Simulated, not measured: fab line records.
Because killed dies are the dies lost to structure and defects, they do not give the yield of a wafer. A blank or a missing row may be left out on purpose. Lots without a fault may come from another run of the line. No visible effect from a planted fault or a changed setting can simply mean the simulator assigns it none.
Comparing a struck lot with a sound one -- flow n5_finfet -- 37 steps out of a route of 1938
Sound: these wafers, L748.1, L748.4, L748.6. Struck: wafer L762.5. (L762.6 of the same lot was not struck and is left out.) The cause comes at the end.
Each step with rows lists, per side, the tool, then ch with its chambers, then its first start. Under that, the readings that differ: sound wafers -- struck wafers -- difference of the means -- sigmas: that difference in standard deviations of wafers without a fault.
alike: readings whose means differ by less than 2 such deviations, and words and numbers that are the same on both sides. not compared: withheld readings, readings that some wafer has no value for, bounds like >300 that may hide the same value, and numbers for which the record gives no deviation and whose values overlap.
A row with sigmas, a row that says differs or no value, or rows on one side alone: a step with any of these is where the two part. Numbers that have no deviation but don't overlap get no sigmas and don't part them. Lack of a reading on every wafer of one side parts them only where that side has two or more wafers.

first, 9 steps without rows for these wafers: N5_SD_EPI_N_COAT_33 (time 60 s, resist thk 35 nm); N5_SD_EPI_N_COAT_03 (resist thk 150 nm); N5_SD_EPI_N_EBR_05; N5_SD_EPI_N_SOFTBAKE_04 (time 60 s); N5_SD_EPI_N_EXPOSE_06 (exposes mask SD N BLK, target cd 120 nm); N5_SD_EPI_N_PEB_07 (peb time 60 s); N5_SD_EPI_N_DEVELOP_08 (develop time 30 s); N5_SD_EPI_N_DESCUM_14 (chemistry O2, time 7.9 s); N5_SD_EPI_N_ETCH_34 (etches SiARC in CF4, target depth 45.5 nm, time 75.8 s).
N5_SD_EPI_N_ETCH_35: etches SOC in N2/H2, overetch 108 nm, time 486 s.
  sound on rie_diel-03 ch 0,3, day 4 14:19; struck on rie_diel-03 ch 3, day 8 03:06
reading,sound,struck,difference,sigmas
oes_product_au (a.u.),0.67 0.84 0.85,0.62,-0.17,-2
model.SD_EPI_N.cd_nm (nm),118.8 119 119.4,119.6,+0.5,
model.SiARC_of_SD_EPI_N_COAT_33.thk_nm (nm),20.4 19.8 19.8,22.8,+2.8,
  alike: drypump_motor_current_A, rf_vpp_V, showerhead_plenum_p_Torr, throttle_valve_pct
  not compared: rf_hours_counter_h
then, 3 steps without rows for these wafers: N5_SD_EPI_N_STRIP_36 (strips in N2/H2); N5_SD_EPI_N_ETCHBACK_44 (etches SiNx in CH3F/O2, stops on SiO2, target depth 14.5 nm); N5_SD_EPI_N_ETCH_45 (etches SiOCN in CH3F/O2, target depth 6 nm).
N5_SD_EPI_N_ETCH_16: etches SiO2 in CHF3/O2, target depth 5 nm.
  sound on rie_diel-03 ch 0,3, day 4 14:50; struck on rie_diel-03 ch 3, day 8 03:29
reading,sound,struck,difference,sigmas
model.SiARC_of_SD_EPI_N_COAT_33.thk_nm (nm),13.4 12.4 12.4,15.8,+3.1,
  alike: drypump_motor_current_A, oes_o_777_au, oes_product_au, rf_vpp_V, showerhead_plenum_p_Torr, throttle_valve_pct
  not compared: rf_hours_counter_h
then, 1 step without rows for these wafers: N5_SD_EPI_N_STRIP_47 (strips in CHF3/O2).
N5_SD_EPI_N_SD_RECESS_17: chemistry HBr/Cl2/O2, target depth 41 nm, time 23.7 s, bt time 3 s.
  sound on rie_si-06 ch 0,1,2, day 4 14:55; struck on rie_si-05 ch 0, day 8 03:34
reading,sound,struck,difference,sigmas
model.SD_EPI_N.cd_nm (nm),118.8 119 119.4,119.6,+0.5,
  alike: drypump_motor_current_A, he_backside_leak_sccm, oes_o_777_au, oes_product_au, throttle_valve_pct
  not compared: rf_hours_counter_h
then, 19 steps without rows for these wafers: N5_SD_EPI_N_STRIP_38 (strips in N2/H2); N5_SD_EPI_N_WET_ETCH_43 (etches SiO2 in dHF, time 14 s, target depth 1.5 nm); N5_SD_EPI_N_STRIP_18 (strips in SPM, time 750 s); N5_SD_EPI_N_SRD_20 (time 30 s); N5_SD_EPI_N_PRECLEAN_48 (cleans in NF3:NH3, afs cycles 2, time 20 s, sublimation time 60 s); N5_SD_EPI_N_VAPOR_ETCH_50 (etches Si in HCl, time 54 s); N5_SD_EPI_N_EPI_21 (deposits Si:P, time 690 s); N5_SD_EPI_N_PRECLEAN_24 (cleans in O3/DIW, time 60 s); N5_SD_EPI_N_SRD_25 (time 30 s); N5_SD_EPI_N_PRECLEAN_49 (cleans in NF3:NH3, afs cycles 1, time 20 s, sublimation time 60 s); N5_SD_EPI_N_LINER_46 (material SiNx, target thk 3 nm); N5_SD_EPI_P_COAT_34 (time 60 s, resist thk 350 nm); N5_SD_EPI_P_COAT_35 (time 60 s, resist thk 35 nm); N5_SD_EPI_P_COAT_03 (resist thk 150 nm); N5_SD_EPI_P_EBR_05; N5_SD_EPI_P_SOFTBAKE_04 (time 60 s); N5_SD_EPI_P_EXPOSE_06 (exposes mask SD P BLK, target cd 240 nm); N5_SD_EPI_P_PEB_07 (peb time 60 s); N5_SD_EPI_P_DEVELOP_08 (develop time 30 s).
N5_BEOL_M4_RC_MEAS_101:
  the record has rows for the sound wafers here (prober-01 ch 0, day 9 04:09) and none for the struck ones
-- here the record skips 10 days between the struck wafers' starts before and after, leaving off in module BEOL_M4 and picking up in module PASSIVATION (first step shown: number 1936 of the route) --
N5_PASSIVATION_PROBE_49:
  sound on prober-02, day 13 07:44; struck on prober-01, day 17 23:53
reading,sound,struck,difference,sigmas
defect_limited_yield (%),91.4,8.7,-82.7,-64
killed_at_contacts,13,29,+16,+2
killed_at_front_end,45,976,+931,+85
killed_dies,101,1077,+976,+65
killed_on_rim,11,150,+139,+38
killed_open,73,106,+33,+3
sort_bin_5_function (%),5.7,86.4,+80.7,+94
sort_bin_6_memory (%),2.7,4.5,+1.8,+3
sort_n_pass,1079,103,-976,-65
sort_yield_pct (%),91.4,8.7,-82.7,-64
  alike: killed_at_M0_to_M3, killed_at_M4_up, killed_at_other, killed_short

## WHERE THEY PART
First at N5_SD_EPI_N_ETCH_35; last, within this record, at N5_PASSIVATION_PROBE_49.

WHY: what the simulator had put in
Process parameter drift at N5_SD_EPI_N_ETCH_35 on rie_diel-03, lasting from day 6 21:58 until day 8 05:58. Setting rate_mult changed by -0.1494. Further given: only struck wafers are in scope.
